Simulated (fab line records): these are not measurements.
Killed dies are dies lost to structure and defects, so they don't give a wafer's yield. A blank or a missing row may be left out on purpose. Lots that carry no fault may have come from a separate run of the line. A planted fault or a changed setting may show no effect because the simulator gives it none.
Which tool is to blame? ; flow n5-finfet ; 30 wafers from 11 lots sampled at 4 of the route's 1938 steps

WHAT THE GAUGES SHOWED, per wafer
N5_MOL_CONTACT_COAG_INSPECT_97: inspects for defects (darkfield).
lot;measured;on;raw-defect-count
L149;day 5 15:29;defect-inspect-01;51 17 29
L151;day 6 02:06;defect-inspect-02;64 18 39
L152;day 6 14:55;defect-inspect-01;19 26 47
L155;day 7 02:16;defect-inspect-02;1179 36
L157;day 7 13:47;defect-inspect-01;47 1004
L159;day 8 06:27;defect-inspect-01;1195 25
L165;day 9 18:16;defect-inspect-01;59 32 53
L167;day 10 04:53;defect-inspect-02;27 24 36
L168;day 10 07:55;defect-inspect-01;28 46 43
L169;day 10 15:23;defect-inspect-01;35 48 57
L171;day 11 08:58;defect-inspect-01;56 42 32

WHAT TOOL EACH LOT RAN ON (gives the tool, then ch and the chambers of the sampled wafers, and finally the start)
lot;N5_MOL_CONTACT_COAG_DESCUM_45;N5_MOL_CONTACT_COAG_ETCHBACK_136;N5_MOL_CONTACT_COAG_CMP_52
L149;rie-diel-06 ch 1,2, day 5 10:52;rie-diel-01 ch 0,1,3, day 5 11:17;cmp-01 ch 2,3, day 5 12:10
L151;rie-diel-01 ch 0,1,2, day 5 21:16;rie-diel-02 ch 0,2, day 5 21:46;cmp-04 ch 0,2,3, day 5 22:41
L152;rie-diel-02 ch 1,3, day 6 09:58;rie-diel-06 ch 1,2, day 6 10:35;cmp-01 ch 0,1,3, day 6 11:38
L155;rie-diel-02 ch 1,2, day 6 21:23;rie-diel-01 ch 1,3, day 6 22:04;cmp-01 ch 0,3, day 6 22:57
L157;rie-diel-02 ch 0,1, day 7 09:03;rie-diel-02 ch 1,3, day 7 09:35;cmp-01 ch 0,3, day 7 10:26
L159;rie-diel-01 ch 0,2, day 8 01:50;rie-diel-01 ch 2,3, day 8 02:16;cmp-01 ch 0,1, day 8 03:11
L165;rie-diel-06 ch 0,2,3, day 9 12:49;rie-diel-01 ch 0,1,2, day 9 13:53;cmp-03 ch 0,1,3, day 9 14:58
L167;rie-diel-02 ch 0,1,2, day 10 00:11;rie-diel-06 ch 1,3, day 10 00:40;cmp-04 ch 1,2,3, day 10 01:31
L168;rie-diel-06 ch 0,1,3, day 10 01:58;rie-diel-01 ch 0,1,2, day 10 02:28;cmp-04 ch 0,3, day 10 03:19
L169;rie-diel-01 ch 0,1,2, day 10 10:44;rie-diel-02 ch 0,2,3, day 10 11:11;cmp-01 ch 0,2,3, day 10 12:05
L171;rie-diel-02 ch 1,2,3, day 11 04:14;rie-diel-02 ch 1,3, day 11 04:41;cmp-04 ch 0,1, day 11 05:34
- N5_MOL_CONTACT_COAG_DESCUM_45: chemistry O2, time 7 s.
- N5_MOL_CONTACT_COAG_ETCHBACK_136: etches SiO2 in CHF3, target depth 25 nm, time 16.7 s.
- N5_MOL_CONTACT_COAG_CMP_52: polishes, stops on SiO2, t overpolish 1.5 s, target thk 66.5 nm.

AS READ BY THE TOOLS THEMSELVES (means over the sampled wafers that have a number; for cases with no such wafer, the mark the record gives instead)
N5_MOL_CONTACT_COAG_DESCUM_45.
lot;tool;drypump-motor-current-A (A);oes-product-au (a.u.);rf-vpp-V (V);showerhead-plenum-p-Torr (Torr);throttle-valve-pct (%)
L149;rie-diel-06;5.2;0.70;243.6;2.08;20.39
L151;rie-diel-01;5.7;0.89;244.2;2.12;20.43
L152;rie-diel-02;5.1;0.76;244.4;2.16;20.80
L155;rie-diel-02;5.2;0.75;242.0;2.05;20.71
L157;rie-diel-02;5.7;0.79;241.9;2.06;20.40
L159;rie-diel-01;5.7;0.82;242.9;2.12;20.55
L165;rie-diel-06;5.4;0.71;241.8;2.10;20.63
L167;rie-diel-02;5.6;0.74;242.3;2.03;20.59
L168;rie-diel-06;5.4;0.80;242.3;2.07;20.54
L169;rie-diel-01;5.8;0.83;243.2;2.11;20.48
L171;rie-diel-02;5.2;0.72;243.0;2.09;20.85

N5_MOL_CONTACT_COAG_ETCHBACK_136.
lot;tool;drypump-motor-current-A (A);oes-product-au (a.u.);rf-vpp-V (V);showerhead-plenum-p-Torr (Torr);throttle-valve-pct (%)
L149;rie-diel-01;5.7;0.87;531;2.41;18.78
L151;rie-diel-02;5.6;0.75;530;2.29;19.00
L152;rie-diel-06;5.2;0.71;528;2.44;18.94
L155;rie-diel-01;5.8;0.84;532;2.40;18.79
L157;rie-diel-02;5.2;0.76;528;2.43;18.92
L159;rie-diel-01;5.7;0.77;522;2.38;18.89
L165;rie-diel-01;5.7;0.84;527;2.41;18.77
L167;rie-diel-06;5.4;0.90;525;2.34;18.74
L168;rie-diel-01;5.7;0.83;527;2.41;18.79
L169;rie-diel-02;5.5;0.73;530;2.34;19.04
L171;rie-diel-02;5.1;0.73;532;2.43;19.04

N5_MOL_CONTACT_COAG_CMP_52.
lot;tool;head-pressure-psi (psi);motor-current-A (A);overpolish-run-s (s);time-to-endpoint-s (s)
L149;cmp-01;3.999;11.2;1.500;10.6
L151;cmp-04;4.002;14.2;1.498;13.5
L152;cmp-01;3.998;12.3;1.512;15.9
L155;cmp-01;3.986;11.9;0.769;20.1
L157;cmp-01;4.000;11.6;0.763;20.4
L159;cmp-01;4.006;12.8;0.765;20.6
L165;cmp-03;3.988;11.7;1.504;17.2
L167;cmp-04;3.993;13.6;1.501;11.7
L168;cmp-04;3.997;14.3;1.501;14.2
L169;cmp-01;3.986;11.7;1.501;13.7
L171;cmp-04;3.995;12.4;1.506;13.0

THE ANSWER, worked out from the rows above alone
Rule: the usual values come from the lots themselves. The widest of any qualifying gaps counts: lots, ordered by their means at a reading, are off when they make up no more than a third of the lots, leave a main group of 4 or more, and stand apart from it by 3 or more times the standard deviation of that group's means. The tables above print the reading to a certain number of digits; a main group whose means all agree to those digits is not used. A lot without any number at a reading at which 4 lots or more have one is off too. The other lots that the step has rows for count as sound. Order of review: gauges by route order, followed by the tools' own readings, for which a lot's mean as printed above is used. The first step at which some lot is off is used, and at that step the reading that is off furthest; a lot without a number counts as furthest.
Off: L155, L157, L159, at N5_MOL_CONTACT_COAG_INSPECT_97 (raw-defect-count). Mean 39 and standard deviation 6.8 in the main group.
A tool fits if, at a process step before that reading, it ran every lot that is off, and no sound lot after the first of them. The gauges at N5_MOL_CONTACT_COAG_INSPECT_97 aren't tried: what is off there is off at N5_MOL_CONTACT_COAG_CMP_52 too, on other tools, and a gauge's error can't cause that. Not one of the candidates tried fits.

WHAT THE SIMULATOR PUT IN
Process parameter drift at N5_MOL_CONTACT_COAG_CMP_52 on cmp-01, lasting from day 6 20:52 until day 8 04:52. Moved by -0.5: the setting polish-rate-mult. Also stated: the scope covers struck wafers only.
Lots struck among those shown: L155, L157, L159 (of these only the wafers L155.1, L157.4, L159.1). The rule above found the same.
